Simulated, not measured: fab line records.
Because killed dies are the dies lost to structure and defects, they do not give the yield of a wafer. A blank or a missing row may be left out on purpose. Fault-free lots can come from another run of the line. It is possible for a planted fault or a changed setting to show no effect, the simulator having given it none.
Comparing a struck lot with a sound one    flow n5-finfet    34 steps out of a route of 1938
Sound: the wafers L551.1, L551.5, L551.6. Struck: wafer L557.5 (L557.1, L557.4, from the same lot, were not struck and are left out); the cause is given at the end.
For every step that has rows: the tool of each side, followed by ch and its chambers, followed by its first start. Under that, the readings that differ: sound wafers    struck wafers    difference of the means    sigmas: that difference in standard deviations of wafers without a fault.
alike: readings with means less than 2 such deviations apart, plus words and numbers identical on both sides. not compared: withheld readings, readings lacking a value on some wafer, bounds such as >300 that could conceal the same value, and numbers that have no deviation in the record and whose values overlap.
Wherever a step has rows on one side only, a row that says differs or no value, or a row with sigmas, the two part there. Non-overlapping numbers with no deviation appear without sigmas and do not part them. A reading missing from all wafers of one side parts the sides only when that side holds two or more wafers.

first, 9 steps without rows for these wafers: N5_SD_EPI_P_DEVELOP_08 (develop time 30 s); N5_SD_EPI_P_DESCUM_14 (chemistry O2, time 7.9 s); N5_SD_EPI_P_ETCH_36 (etches SiARC in CF4, target depth 45.5 nm, time 75.8 s); N5_SD_EPI_P_ETCH_37 (etches SOC in N2/H2, overetch 108 nm, time 486 s); N5_SD_EPI_P_STRIP_38 (strips in N2/H2); N5_SD_EPI_P_ETCHBACK_46 (etches SiNx in CH3F/O2, stops on SiO2, target depth 17.5 nm); N5_SD_EPI_P_ETCH_47 (etches SiOCN in CH3F/O2, target depth 25 nm); N5_SD_EPI_P_ETCH_16 (etches SiO2 in CHF3/O2, target depth 5 nm); N5_SD_EPI_P_STRIP_50 (strips in CHF3/O2).
N5_SD_EPI_P_SD_RECESS_17: chemistry HBr/Cl2/O2, target depth 39.1 nm, bt time 3 s.
  sound on rie-si-04 ch 0,1, day 4 00:38; struck on rie-si-04 ch 3, day 5 13:54
reading                               sound              struck  difference  sigmas
drypump-motor-current-A (A)           6.1 5.9 6.0        4.9     -1.1        -2
model.etch.depth-nm (nm)              40.48 38.22 40.13  35.59   -4.02       
model.SD_EPI_P.feature-depth-nm (nm)  40.4 38.2 40.2     35.6    -4.0        
  alike: oes-product-au, throttle-valve-pct
  not compared: rf-hours-counter-h
then, 22 steps without rows for these wafers: N5_SD_EPI_P_WET_ETCH_45 (etches SiO2 in dHF, time 10.7 s, target depth 2 nm, rinse time 30 s); N5_SD_EPI_P_STRIP_40 (strips in N2/H2); N5_SD_EPI_P_PRECLEAN_52 (cleans in O3/DIW, time 60 s); N5_SD_EPI_P_SRD_20 (time 30 s); N5_SD_EPI_P_PRECLEAN_51 (cleans in NF3:NH3, afs cycles 1, time 20 s, sublimation time 60 s); N5_SD_EPI_P_VAPOR_ETCH_44 (etches SiGe30 in NF3/Ar, time 3.3 s); N5_SD_EPI_P_EPI_21 (deposits SiGe:B, time 355 s); N5_SD_EPI_P_HM_STRIP_48 (strips SiNx in H3PO4, material SiNx, target depth 3 nm); N5_SD_EPI_P_SRD_49 (time 30 s); N5_SD_EPI_P_PRECLEAN_24 (cleans in O3/DIW, time 45 s); N5_SD_EPI_P_PRECLEAN_32 (cleans in dHF, time 10 s); N5_SD_EPI_P_PRECLEAN_33 (cleans in SC2, time 45 s); N5_SD_EPI_P_SRD_25 (time 30 s); N5_SD_ACTIVATION_RTA_00 (time 0 s); N5_SD_ACTIVATION_LSA_01 (time 0.0008 s); N5_ILD0_LINER_00 (material SiNx, target thk 4 nm, pulse time 1 s, purge time 2 s); N5_ILD0_FCVD_FILL_01 (material SiO2 flowable, target thk 200 nm, time 328.3 s); N5_ILD0_CURE_02 (time 1800 s); N5_ILD0_CMP_03 (polishes, stops on SiNx, t overpolish 1.9 s, target thk 197.38 nm); N5_ILD0_CMP_07 (polishes SiO2 flowable, stops on poly-Si, t overpolish 1.18 s, target thk 138.88 nm); N5_ILD0_PRECLEAN_10 (cleans in NF3:NH3, afs cycles 5, time 20 s, sublimation time 60 s); N5_ILD0_ALD_15 (deposits SiNx, target thk 24 nm, pulse time 1 s, ald cycles 480).
-- the record jumps here: 5 days lie between the struck wafers' starts before and after (it left off in module ILD0 and takes up again in module BEOL_M4, whose first step shown is number 1111 of the route) --
N5_BEOL_M4_RC_MEAS_101:
  sound on prober-01 ch 0, day 8 16:07; struck on prober-02 ch 0, day 10 21:19
reading         sound           struck  difference  sigmas
IOFF_P (nA/um)  0.19 0.21 0.19  0.12    -0.08       -2
ION_P (uA/um)   469 460 468     438     -28         -4
VT_P (mV)       -251 -249 -249  -264    -14         -4
  alike: DIBL_N, DIBL_P, IOFF_N, ION_N, SS_N, SS_P, VT_N
-- here the record skips 4 days between the struck wafers' starts before and after, leaving off in module BEOL_M4 and picking up in module PASSIVATION (first step shown: number 1936 of the route) --
N5_PASSIVATION_PROBE_49:
  struck on prober-02, day 15 07:46; sound on prober-02, day 12 17:05
reading                  sound        struck  difference  sigmas
killed_at_M0_to_M3       61 63 26     23      -27         -2
killed-open              74 100 71    53      -29         -2
sort_bin_5_function (%)  5.5 7.0 5.3  4.0     -1.9        -2
sort_bin_8_speed (%)     0 0 0        0.51    +0.51       +23
  alike: defect-limited-yield, killed_at_M4_up, killed-at-contacts, killed-at-front-end, killed-at-other, killed-dies, killed-short, sort_bin_6_memory, sort-n-pass, sort-yield-pct

## WHERE THEY PART
Earliest at N5_SD_EPI_P_SD_RECESS_17; latest, in this record, at N5_PASSIVATION_PROBE_49.

WHY: what the simulator had put in
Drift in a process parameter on rie-si-04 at N5_SD_EPI_P_SD_RECESS_17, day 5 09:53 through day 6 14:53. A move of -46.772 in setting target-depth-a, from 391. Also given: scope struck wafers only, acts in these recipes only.
